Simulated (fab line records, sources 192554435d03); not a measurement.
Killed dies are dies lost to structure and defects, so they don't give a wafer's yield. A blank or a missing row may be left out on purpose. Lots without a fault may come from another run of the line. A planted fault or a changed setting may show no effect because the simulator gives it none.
fab line records | flow n5_finfet
record lots=7 wafers=21
route steps=1938 shown BEOL_M13@1662 BEOL_M14@1722 BEOL_M15@1773 TV_LITHO@1879
start_h: hours from the record's first day to the start of the lot's first wafer shown | wait_h: hours since the lot's step before | " the same as in the row above | L1.1+2: a row that stands for several wafers | - no value, or no start given | * or withheld: withheld | < > ~ a bound
route shown NAME@n: a module of which the file shows steps, and the number in the route of the first | usual: mean/standard deviation of fault-free wafers | same: alike in all rows | chamber/n: place in a boat | sites: the reading at each site | _std_site: their standard deviation | _edge_site: outer sites' mean less inner sites' | radius_mm: how far each site lies from the wafer's centre | mask NAME#n: copy n | behind: the tool/chamber that last shaped the wafer | hold: why the lot was held/for how many hours/how that ended | device: the transistor (n, p or np) that didn't switch | end of line: the same wafers' tests at the end of the route | a step without rows: its recipe alone | killed: dies lost to structure and defects at the first sort, not the wafer's yield | map: a wafer's dies, x killed, . not, _ none there
set.NAME: the setting as run; set.NAME@STEP: as run at that earlier step | model.NAME: the simulator's own value behind a step, which no gauge read
lots whose settings were changed on purpose; a table a step, a row a wafer
## steps
# step N5_BEOL_M13_COAT_04
# recipe spin_rpm=1625 resist_thk_nm=400
# columns lot.wafer tool chamber start_h wait_h set.spin_rpm model.coat_of_BEOL_M13_COAT_04.thk_nm
L074.1 litho_track-04 0 - - 1705 389.6
L074.4 " 0 " " 1625 400.6
L074.5 " 0 " " 1705 392
L077.1 litho_track-04 0 - - 1625 399.4
L077.3 " 0 " " 1625 398.8
L077.5 " 0 " " 1453 421.8
L079.2 litho_track-01 0 - - 1625 401.6
L079.4 " 0 " " 1625 400.6
L079.6 " 0 " " 1625 402.2
L080.2 litho_track-01 0 - - 1625 400
L080.4 " 0 " " 1530 412.8
L080.5 " 0 " " 1625 400.8
L083.1 litho_track-02 0 - - 1625 398.4
L083.4 " 0 " " 1691 391.2
L083.6 " 0 " " 1691 390.4
L094.1 litho_track-02 0 - - 1758 383.2
L094.3 " 0 " " 1625 398
L094.6 " 0 " " 1625 399
L095.2 litho_track-04 0 - - 1625 400.4
L095.3 " 0 " " 1625 400
L095.5 " 0 " " 1775 382.6
# step N5_BEOL_M13_EBR_06
# recipe solvent=PGMEA ebr_width_mm=1.5
# step N5_BEOL_M13_SOFTBAKE_05
# recipe temp_c=130 time_s=60
# step N5_BEOL_M13_DESCUM_15
# recipe chemistry=O2 time_s=7.9 source_power_w=50 bias_power_w=20 pressure_mtorr=20 rf_frequency_hz=2.712e+07 temp_c=40 o2_flow_sccm=225
# step N5_BEOL_M13_ETCH_59
# recipe chemistry=N2/H2 target=BARC target_depth_a=890 overetch_a=267 time_s=67.9 ion_energy_ev=200 pressure_mtorr=30 source_w=840 bias_w=150 n2_flow_sccm=200 h2_flow_sccm=200
# columns lot.wafer tool chamber start_h wait_h set.spin_rpm@BEOL_M13_COAT_58 model.etch.depth_nm
L074.1 rie_diel-05 1 234.23 0.0 1500 88.74
L074.4 " 3 " " 1500 88.77
L074.5 " 1 " " 1500 88.83
L077.1 rie_diel-03 1 256.88 0.0 1644 84.95
L077.3 " 3 " " 1500 89.43
L077.5 " 0 " " 1644 85.21
L079.2 rie_diel-03 1 271.27 0.0 1500 88.85
L079.4 " 3 " " 1500 88.88
L079.6 " 1 " " 1500 89.14
L080.2 rie_diel-03 1 277.26 0.0 1335 94.51
L080.4 " 1 " " 1335 94.24
L080.5 " 3 " " 1500 89.3
L083.1 rie_diel-01 2 295.98 0.0 1500 88.7
L083.4 " 0 " " 1500 88.5
L083.6 " 0 " " 1500 89.03
L094.1 rie_diel-05 2 360.66 0.0 1413 91.78
L094.3 " 0 " " 1413 91.82
L094.6 " 2 " " 1500 89.04
L095.2 rie_diel-01 1 368.11 0.0 1500 89.15
L095.3 " 3 " " 1500 89.42
L095.5 " 1 " " 1500 89.44
# step N5_BEOL_M13_VIA_ETCH_16
# recipe chemistry=C4F8/O2/Ar target=SiOC pressure_mtorr=30 source_w=3000 bias_w=700 Ar_flow_sccm=400 C4F8_flow_sccm=15 O2_flow_sccm=8 he_inner_torr=15 he_outer_torr=30 target_depth_a=9217 time_s=withheld ion_energy_ev=250 ends=cleared
# step N5_BEOL_M13_STRIP_63
# recipe chemistry=N2/H2 power_w=1000 temp_c=250 h2_frac=0.65 overash_fraction=0.3 pressure_mtorr=1000 n2_flow_sccm=1750 h2_flow_sccm=3250
# usual strip_time_to_endpoint_s=27.6/0.97
# columns lot.wafer tool chamber start_h wait_h set.spin_rpm@BEOL_M13_COAT_04 strip_time_to_endpoint_s
L074.1 plasma_asher-01 0 234.51 - 1705 26.3
L074.4 " 0 " " 1625 27.5
L074.5 " 0 " " 1705 25.4
L077.1 plasma_asher-02 0 257.17 - 1625 28.5
L077.3 " 1 " " 1625 27.9
L077.5 " 0 " " 1453 33.8
L079.2 plasma_asher-01 1 271.56 - 1625 29.2
L079.4 " 0 " " 1625 27.2
L079.6 " 1 " " 1625 27.7
L080.2 plasma_asher-01 1 277.55 - 1625 28.2
L080.4 " 0 " " 1530 31.3
L080.5 " 0 " " 1625 27.0
L083.1 plasma_asher-02 1 296.27 - 1625 28.1
L083.4 " 0 " " 1691 24.3
L083.6 " 1 " " 1691 23.9
L094.1 plasma_asher-02 1 360.94 - 1758 22.8
L094.3 " 1 " " 1625 28.1
L094.6 " 1 " " 1625 26.2
L095.2 plasma_asher-01 0 368.40 - 1625 28.0
L095.3 " 1 " " 1625 26.6
L095.5 " 1 " " 1775 21.2
# step N5_BEOL_M13_STRIP_64
# recipe chemistry=N2/H2 power_w=1000 temp_c=250 h2_frac=0.65 overash_fraction=0.3 pressure_mtorr=withheld n2_flow_sccm=1750 h2_flow_sccm=3250
# usual strip_time_to_endpoint_s=31.30/0.078
# columns lot.wafer tool chamber start_h wait_h set.spin_rpm@BEOL_M13_COAT_58 strip_time_to_endpoint_s
L074.1 plasma_asher-01 0 234.57 0.0 1500 31.26
L074.4 " 0 " " 1500 31.24
L074.5 " 0 " " 1500 31.27
L077.1 plasma_asher-02 0 257.23 0.0 1644 30.15
L077.3 " 1 " " 1500 31.42
L077.5 " 0 " " 1644 30.23
L079.2 plasma_asher-01 1 271.62 0.0 1500 31.26
L079.4 " 0 " " 1500 31.29
L079.6 " 1 " " 1500 31.35
L080.2 plasma_asher-01 1 277.61 0.0 1335 32.86
L080.4 " 0 " " 1335 32.80
L080.5 " 0 " " 1500 31.39
L083.1 plasma_asher-02 1 296.33 0.0 1500 31.22
L083.4 " 0 " " 1500 31.16
L083.6 " 1 " " 1500 31.31
L094.1 plasma_asher-02 1 361.00 0.0 1413 32.10
L094.3 " 1 " " 1413 32.11
L094.6 " 1 " " 1500 31.34
L095.2 plasma_asher-01 0 368.46 0.0 1500 31.34
L095.3 " 1 " " 1500 31.44
L095.5 " 1 " " 1500 31.43
# step N5_BEOL_M14_EXPOSE_07
# recipe mask_id=V13 na=0.8 source_shape=annular sigma_inner=0.5 sigma_outer=0.8 polarization=unpolarized attpsm_phase_deg=180 dose_mj=57
# columns lot.wafer tool chamber start_h wait_h mask set.dose_mj
L074.1+4+5 krf_scanner-02 0 238.50 - V13#0 57
L077.1+3+5 krf_scanner-01 0 262.09 - V13#0 57
L079.2+4+6 krf_scanner-02 0 277.06 - V13#0 57
L080.2+5 krf_scanner-01 0 282.58 - V13#0 59.05
L080.4 " 0 " " V13#0 57
L083.1+4 krf_scanner-02 0 301.28 - V13#0 55.28
L083.6 " 0 " " V13#0 57
L094.1+6 krf_scanner-02 0 364.84 - V13#0 57
L094.3 " 0 " " V13#0 54.62
L095.2 krf_scanner-01 0 374.39 - V13#0 57
L095.3+5 " 0 " " V13#0 55.1
# step N5_BEOL_M14_PEB_08
# recipe peb_temp_c=130 peb_time_s=90
# step N5_BEOL_M14_DEVELOP_09
# recipe develop_time_s=45 rinse_liquid=diw dry=air_spin dev_temp_c=21
# step N5_BEOL_M14_HARDBAKE_14
# recipe temp_c=130 time_s=120
# step N5_BEOL_M14_CD_MEAS_10
# recipe target_cd_nm=250 landing_energy_ev=500 detector=se_inlens polarity=opening
# usual cd_nm=250.0/1.4
# columns lot.wafer tool chamber start_h wait_h set.dose_mj@BEOL_M14_EXPOSE_07 cd_nm
L074.1 cd_sem-03 0 238.67 - 57 250.9
L074.4 " 0 " " 57 250.1
L074.5 " 0 " " 57 250.7
L077.1 cd_sem-01 0 262.26 - 57 251.7
L077.3 " 0 " " 57 250.2
L077.5 " 0 " " 57 250.0
L079.2 cd_sem-01 0 277.23 - 57 249.7
L079.4 " 0 " " 57 251.2
L079.6 " 0 " " 57 248.5
L080.2 cd_sem-03 0 282.76 - 59.05 256.6
L080.4 " 0 " " 57 249.2
L080.5 " 0 " " 59.05 255.9
L083.1 cd_sem-01 0 301.46 - 55.28 243.9
L083.4 " 0 " " 55.28 243.1
L083.6 " 0 " " 57 250.5
L094.1 cd_sem-03 0 365.01 - 57 250.7
L094.3 " 0 " " 54.62 245.5
L094.6 " 0 " " 57 249.7
L095.2 cd_sem-01 0 374.56 - 57 249.9
L095.3 " 0 " " 55.1 242.8
L095.5 " 0 " " 55.1 245.0
# step N5_BEOL_M14_STRIP_71
# recipe chemistry=post_etch_residue_remover time_s=60 temp_c=25 remover_ph=withheld remover_water_wt_pct=withheld remover_fluoride_wt_pct=withheld
# step N5_BEOL_M14_SRD_72
# recipe time_s=30 temp_c=23 rinse_liquid=diw dry=n2_spin spin_rpm=1500 dry_time_s=30
# step N5_BEOL_M14_CD_MEAS_17
# recipe target_cd_nm=250 polarity=opening
# usual cd_nm=251.3/1.5
# columns lot.wafer tool chamber start_h wait_h set.dose_mj@BEOL_M14_EXPOSE_07 cd_nm
L074.1 cd_sem-03 - 240.29 0.0 57 251.3
L074.4 " - " " 57 251.3
L074.5 " - " " 57 251.4
L077.1 cd_sem-03 - 262.82 0.0 57 253.4
L077.3 " - " " 57 250.8
L077.5 " - " " 57 250.1
L079.2 cd_sem-01 - 277.75 0.0 57 250.1
L079.4 " - " " 57 252.2
L079.6 " - " " 57 250.0
L080.2 cd_sem-01 - 283.28 0.0 59.05 256.8
L080.4 " - " " 57 249.2
L080.5 " - " " 59.05 256.8
L083.1 cd_sem-02 - 301.98 0.0 55.28 243.9
L083.4 " - " " 55.28 242.6
L083.6 " - " " 57 251.3
L094.1 cd_sem-01 - 365.53 0.0 57 250.9
L094.3 " - " " 54.62 247.1
L094.6 " - " " 57 251.4
L095.2 cd_sem-03 - 375.09 0.0 57 250.4
L095.3 " - " " 55.1 245.0
L095.5 " - " " 55.1 246.0
# step N5_BEOL_M14_SPUTTER_43
# recipe material=TaN target_thk_a=150 temp_c=50 bias_v=168.6 power_w=15000 chamber_pressure_pa=0.12 time_s=24.19
# columns lot.wafer tool chamber start_h wait_h set.power_w model.TaN_of_BEOL_M14_SPUTTER_43.thk_nm
L074.1 pvd_sputter-02 - 242.84 0.0 15000 15
L074.4+5 " - " " 17010 17
L077.1+5 pvd_sputter-02 - 264.63 0.0 15000 14.8
L077.3 " - " " 14100 14
L079.2 pvd_sputter-03 - 279.83 0.0 15000 15
L079.4+6 " - " " 15000 15.2
L080.2+5 pvd_sputter-02 - 286.94 0.0 15000 15.2
L080.4 " - " " 15000 15
L083.1 pvd_sputter-02 - 312.11 0.0 16900 17
L083.4+6 " - " " 15000 15.2
L094.1+3+6 pvd_sputter-01 - 368.73 0.0 15000 15
L095.2+5 pvd_sputter-01 - 377.57 0.0 15000 15
L095.3 " - " " 15710 15.6
# step N5_BEOL_M15_ILD_DEP_00
# recipe material=SiO2 target_thk_a=16293 temp_c=400 precursor=TEOS/O2 pressure_torr=6.5 rf_w=900 teos_flow_sccm=161.4 gas=O2 flow_sccm=2650 time_s=346.1
# columns lot.wafer tool chamber start_h wait_h set.time_s model.SiO2_of_BEOL_M15_ILD_DEP_00.thk_nm
L074.1 pecvd-01 1 244.16 0.0 346.1 1632
L074.4 " 2 " " 346.1 1660
L074.5 " 0 " " 346.1 1641
L077.1 pecvd-02 1 266.77 0.0 314.9 1482
L077.3 " 2 " " 314.9 1501
L077.5 " 1 " " 346.1 1656
L079.2 pecvd-04 0 281.08 0.0 346.1 1599
L079.4 " 1 " " 346.1 1633
L079.6 " 2 " " 346.1 1642
L080.2 pecvd-04 1 288.19 0.0 386.5 1827
L080.4 " 1 " " 386.5 1843
L080.5 " 2 " " 346.1 1650
L083.1 pecvd-02 2 313.36 0.0 346.1 1597
L083.4 " 2 " " 346.1 1612
L083.6 " 2 " " 360.9 1693
L094.1 pecvd-02 2 370.27 0.0 346.1 1632
L094.3 " 0 " " 327.3 1524
L094.6 " 0 " " 346.1 1649
L095.2 pecvd-04 1 383.67 0.0 329.7 1553
L095.3 " 2 " " 329.7 1558
L095.5 " 2 " " 346.1 1662
# step N5_BEOL_M15_THK_MEAS_01
# recipe reads=SiO2_of_BEOL_M15_ILD_DEP_00
# usual M15_ILD_THK=1632/18
# columns lot.wafer tool chamber start_h wait_h set.time_s@BEOL_M15_ILD_DEP_00 M15_ILD_THK[nm]
L074.1 film_metro-02 - 244.41 0.1 346.1 1632
L074.4 " - " " 346.1 1660
L074.5 " - " " 346.1 1640
L077.1 film_metro-02 - 267.02 0.1 314.9 1481
L077.3 " - " " 314.9 1500
L077.5 " - " " 346.1 1655
L079.2 film_metro-01 - 281.33 0.1 346.1 1600
L079.4 " - " " 346.1 1633
L079.6 " - " " 346.1 1642
L080.2 film_metro-02 - 288.44 0.1 386.5 1826
L080.4 " - " " 386.5 1844
L080.5 " - " " 346.1 1650
L083.1 film_metro-02 - 313.72 0.2 346.1 1596
L083.4 " - " " 346.1 1611
L083.6 " - " " 360.9 1692
L094.1 film_metro-02 - 370.52 0.1 346.1 1631
L094.3 " - " " 327.3 1524
L094.6 " - " " 346.1 1648
L095.2 film_metro-02 - 383.92 0.1 329.7 1553
L095.3 " - " " 329.7 1558
L095.5 " - " " 346.1 1663
# step N5_BEOL_M15_COAT_58
# recipe resist=BARC temp_c=205 time_s=60 spin_rpm=1500 resist_thk_nm=89
# step N5_BEOL_M15_COAT_04
# recipe spin_rpm=1704 resist_thk_nm=800
# step N5_BEOL_M15_DESCUM_15
# recipe chemistry=O2 time_s=7.9 source_power_w=50 bias_power_w=20 pressure_mtorr=20 rf_frequency_hz=2.712e+07 temp_c=40 o2_flow_sccm=225
# step N5_BEOL_M15_ETCH_59
# recipe chemistry=N2/H2 target=BARC target_depth_a=890 overetch_a=267 time_s=67.9 ion_energy_ev=200 pressure_mtorr=30 source_w=840 bias_w=150 n2_flow_sccm=200 h2_flow_sccm=200
# step N5_BEOL_M15_VIA_ETCH_16
# recipe chemistry=C4F8/O2/Ar target=SiO2 he_inner_torr=15 he_outer_torr=30 target_depth_a=17922 time_s=withheld ion_energy_ev=800 pressure_mtorr=20 source_w=1905 bias_w=2040 Ar_flow_sccm=400 C4F8_flow_sccm=16 O2_flow_sccm=12 ends=cleared
# columns lot.wafer tool chamber start_h wait_h set.time_s@BEOL_M15_ILD_DEP_00 model.etch.depth_nm model.coat_of_BEOL_M15_COAT_04.thk_nm
L074.1 rie_diel-01 0 245.01 0.0 * 1632 333.6
L074.4 " 3 " " * 1660 328.2
L074.5 " 0 " " * 1641 331.2
L077.1 rie_diel-03 1 267.72 0.0 * 1482 371.2
L077.3 " 3 " " * 1501 368.2
L077.5 " 1 " " * 1656 328.2
L079.2 rie_diel-03 3 282.90 0.0 * 1599 338.6
L079.4 " 1 " " * 1633 330.8
L079.6 " 1 " " * 1642 329
L080.2 rie_diel-03 2 288.92 0.0 * 1827 283.4
L080.4 " 0 " " * 1843 278.6
L080.5 " 1 " " * 1650 327.8
L083.1 rie_diel-01 1 314.19 0.0 * 1597 337.4
L083.4 " 3 " " * 1612 332
L083.6 " 3 " " * 1693 317.2
L094.1 rie_diel-05 2 371.15 0.0 * 1632 329.6
L094.3 " 0 " " * 1524 358.2
L094.6 " 2 " " * 1649 328.8
L095.2 rie_diel-03 3 384.53 0.0 * 1553 354
L095.3 " 2 " " * 1558 348.4
L095.5 " 3 " " * 1662 328
# step N5_PASSIVATION_EXPOSE_07
# recipe mask_id=TV na=0.55 source_shape=conventional sigma_outer=0.8 polarization=unpolarized defocus_nm=0 target_cd_nm=3000 dose_mj=22.75
# columns lot.wafer tool chamber start_h wait_h mask set.dose_mj
L074.1+4+5 krf_scanner-02 0 256.36 - TV#0 22.75
L077.1+5 krf_scanner-02 0 279.05 - TV#0 22.75
L077.3 " 0 " " TV#0 23.3
L079.2+4+6 krf_scanner-02 0 293.51 - TV#0 22.75
L080.2+5 krf_scanner-02 0 298.36 - TV#0 22.75
L080.4 " 0 " " TV#0 23.89
L083.1+6 krf_scanner-01 0 324.61 - TV#0 22.75
L083.4 " 0 " " TV#0 23.56
L094.1+3+6 krf_scanner-02 0 388.06 - TV#0 22.75
L095.2 krf_scanner-01 0 397.57 - TV#0 22.75
L095.3+5 " 0 " " TV#0 21.98
# step N5_PASSIVATION_PEB_08
# recipe peb_temp_c=withheld peb_time_s=*
# step N5_PASSIVATION_DEVELOP_09
# recipe develop_time_s=60 rinse_liquid=diw dry=air_spin dev_temp_c=21
# step N5_PASSIVATION_HARDBAKE_11
# recipe temp_c=130 time_s=120
# step N5_PASSIVATION_CD_MEAS_10
# recipe target_cd_nm=3000 landing_energy_ev=500 detector=se_inlens
# usual cd_nm=2999.9/1.7
# columns lot.wafer tool chamber start_h wait_h set.dose_mj@PASSIVATION_EXPOSE_07 cd_nm
L074.1 cd_sem-03 0 256.54 - 22.75 3002.5
L074.4 " 0 " " 22.75 3001.4
L074.5 " 0 " " 22.75 2999.7
L077.1 cd_sem-02 0 279.22 - 22.75 2997.9
L077.3 " 0 " " 23.3 3005.3
L077.5 " 0 " " 22.75 3002.3
L079.2 cd_sem-01 0 293.68 - 22.75 2996.9
L079.4 " 0 " " 22.75 2997.8
L079.6 " 0 " " 22.75 2999.5
L080.2 cd_sem-03 0 298.53 - 22.75 3000.1
L080.4 " 0 " " 23.89 3010.6
L080.5 " 0 " " 22.75 3001.7
L083.1 cd_sem-01 0 324.79 - 22.75 3002.3
L083.4 " 0 " " 23.56 3007.5
L083.6 " 0 " " 22.75 2999.7
L094.1 cd_sem-01 0 388.24 - 22.75 3002.0
L094.3 " 0 " " 22.75 2999.9
L094.6 " 0 " " 22.75 3001.6
L095.2 cd_sem-01 0 397.74 - 22.75 3000.6
L095.3 " 0 " " 21.98 2994.9
L095.5 " 0 " " 21.98 2994.9
## key
split step=N5_BEOL_M13_COAT_04 setting=spin_rpm stated=1625 by=wafer
response step=N5_BEOL_M13_COAT_04 reading=model.coat_of_BEOL_M13_COAT_04.thk_nm change=-2 per=1% r=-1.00
response step=N5_BEOL_M13_STRIP_63 reading=strip_time_to_endpoint_s change=* per=1% r=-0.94
split step=N5_BEOL_M14_EXPOSE_07 setting=dose_mj stated=57 by=wafer
response step=N5_BEOL_M14_CD_MEAS_10 reading=cd_nm change=+1.7 per=1% r=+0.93
response step=N5_BEOL_M14_CD_MEAS_17 reading=cd_nm change=+1.68 per=1% r=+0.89
split step=N5_BEOL_M14_SPUTTER_43 setting=power_w stated=15000 by=wafer
response step=N5_BEOL_M14_SPUTTER_43 reading=model.TaN_of_BEOL_M14_SPUTTER_43.thk_nm change=+0.144 per=1% r=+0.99
split step=N5_BEOL_M15_ILD_DEP_00 setting=time_s stated=346.1 by=wafer
response step=N5_BEOL_M15_ILD_DEP_00 reading=model.SiO2_of_BEOL_M15_ILD_DEP_00.thk_nm change=+17.9 per=1% r=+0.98
response step=N5_BEOL_M15_THK_MEAS_01 reading=M15_ILD_THK change=+17.9 per=1% r=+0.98
response step=N5_BEOL_M15_VIA_ETCH_16 reading=model.etch.depth_nm change=+17.9 per=1% r=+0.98
response step=N5_BEOL_M15_VIA_ETCH_16 reading=model.coat_of_BEOL_M15_COAT_04.thk_nm change=-4.39 per=1% r=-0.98
split step=N5_PASSIVATION_EXPOSE_07 setting=dose_mj stated=22.75 by=wafer
response step=N5_PASSIVATION_CD_MEAS_10 reading=cd_nm change=+1.88 per=1% r=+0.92
split outside_this_file step=N5_BEOL_M13_COAT_58 setting=spin_rpm
# split outside_this_file: this setting was split too, and the file shows its column; the key of that split is in another file
